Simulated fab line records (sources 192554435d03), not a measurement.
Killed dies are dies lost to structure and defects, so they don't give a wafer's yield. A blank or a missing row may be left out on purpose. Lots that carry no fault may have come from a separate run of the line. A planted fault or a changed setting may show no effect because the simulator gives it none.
Problem report, 8D (eight disciplines) form, completed by code :: flow n5-finfet :: the parts of the form that need people (team, actions taken, sign-off) are left out

## 1. THE PROBLEM
killed_at_M4_up at N5_PASSIVATION_PROBE_49 reads a mean of 164 on 2 wafers of 2 lots; wafers without a fault read 13 with a standard deviation of 5.9. That puts it +26 standard deviations away from the usual mean.
First observed at day 16 11:55: wafer L310.4, on prober-02. Wafers with a number at this step in the record: 6, from 2 lots. The rule behind "out" and "out of limits": a value lying over 4 standard deviations away from the usual mean. The rest of the wafers with a number are treated as sound.

## 2. WHAT IT IS; WHAT IT IS NOT
question: which readings at this step
is: killed_at_M4_up, defect-limited-yield, killed-dies, sort_bin_5_function, sort-n-pass, sort-yield-pct
is not: killed_at_M0_to_M3, killed-at-contacts, killed-at-front-end, killed-open, killed-short

question: which lots
is: L310, L314
is not: -

question: which wafers of those lots
is: L310.4, L314.1
is not: L310.2, L310.5, L314.3, L314.4

question: read on which tools
is: prober-02
is not: -

question: when
is: from day 16 11:55
is not: up to then (1 sound wafer); but 3 sound wafers of L310, L314 came after

## 3. THE SUSPECTS, EACH WITH WHAT RULES IT OUT
Counting: if a tool at a process step up to the reading ran every lot that is out, it stays a suspect. Sound lots after the first of them don't rule it out here, since some wafers of a struck lot are sound.
- rie-diel-01 at N5_BEOL_M4_TRENCH_ETCH_37 (etches SiOC in C4F6/O2, target depth 55.555 nm, time 29.2 s): kept. It ran every lot that is out, first L310 (day 11 19:13).
- rie-diel-03 at N5_MIM_BOT_LITHO_DESCUM_10 (chemistry O2, time 7.9 s): kept. It ran every lot that is out, first L310 (day 16 02:25).
- prober-02 at N5_PASSIVATION_PROBE_49: kept. It ran every lot that is out, first L310 (day 16 11:49). Its own readings are out on those wafers: defect-limited-yield, killed_at_M4_up, killed-dies, sort_bin_5_function, sort-n-pass, sort-yield-pct.
- rie-diel-01, N5_BEOL_M4_TRENCH_ETCH_37: wafers that are out in chamber 1, sound lot-mates in chambers 0, 2, 3.
Left after counting: rie-diel-01 at N5_BEOL_M4_TRENCH_ETCH_37, rie-diel-03 at N5_MIM_BOT_LITHO_DESCUM_10, prober-02 at N5_PASSIVATION_PROBE_49.

## 4. THE CAUSE (what the simulator had put in)
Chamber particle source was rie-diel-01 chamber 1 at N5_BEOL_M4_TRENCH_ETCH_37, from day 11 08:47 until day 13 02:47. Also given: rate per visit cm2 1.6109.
This tool is one of the 3 suspects left after counting.

## 5. THE CHAIN OF EFFECTS, in route order
Each row: a reading where the mean over the struck wafers with a number is more than 3 standard deviations away from the usual. Readings are gone through only where the record gives a usual standard deviation; hours: the median, over the lots, of the time from a lot's start at the first step in this table giving one to that lot's start at this step; sigmas: the change measured in usual standard deviations.
hours: 0
step: N5_PASSIVATION_PROBE_49
reading: defect-limited-yield
usual: 90.9 %
on struck wafers: 78.2
change: -12.7
sigmas: -9.1

hours: 0
step: N5_PASSIVATION_PROBE_49
reading: killed_at_M4_up
usual: 13
on struck wafers: 164
change: +151
sigmas: +26

hours: 0
step: N5_PASSIVATION_PROBE_49
reading: killed-dies
usual: 107
on struck wafers: 258
change: +150
sigmas: +9.4

hours: 0
step: N5_PASSIVATION_PROBE_49
reading: sort_bin_5_function
usual: 5.3 %
on struck wafers: 12.6
change: +7.3
sigmas: +7.7

hours: 0
step: N5_PASSIVATION_PROBE_49
reading: sort-n-pass
usual: 1073
on struck wafers: 922
change: -150
sigmas: -9.4

hours: 0
step: N5_PASSIVATION_PROBE_49
reading: sort-yield-pct
usual: 90.9 %
on struck wafers: 78.2
change: -12.7
sigmas: -9.1
Process steps it contains:
- N5_PASSIVATION_PROBE_49

## 6. HOW IT WOULD HAVE BEEN CAUGHT EARLIER
The fault began at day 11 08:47; the first out-of-limits reading in this record came at day 16 11:55, 123 hours later.
An alarm limit of 4 standard deviations would not have fired on the tool readings at N5_BEOL_M4_TRENCH_ETCH_37 for which the record gives a usual standard deviation, since none of them was out on any struck wafer.
All the lots that are out (2) had begun N5_BEOL_M4_TRENCH_ETCH_37 on rie-diel-01 by day 16 11:55. Had the tool been put on hold then, not one of them would have been saved.
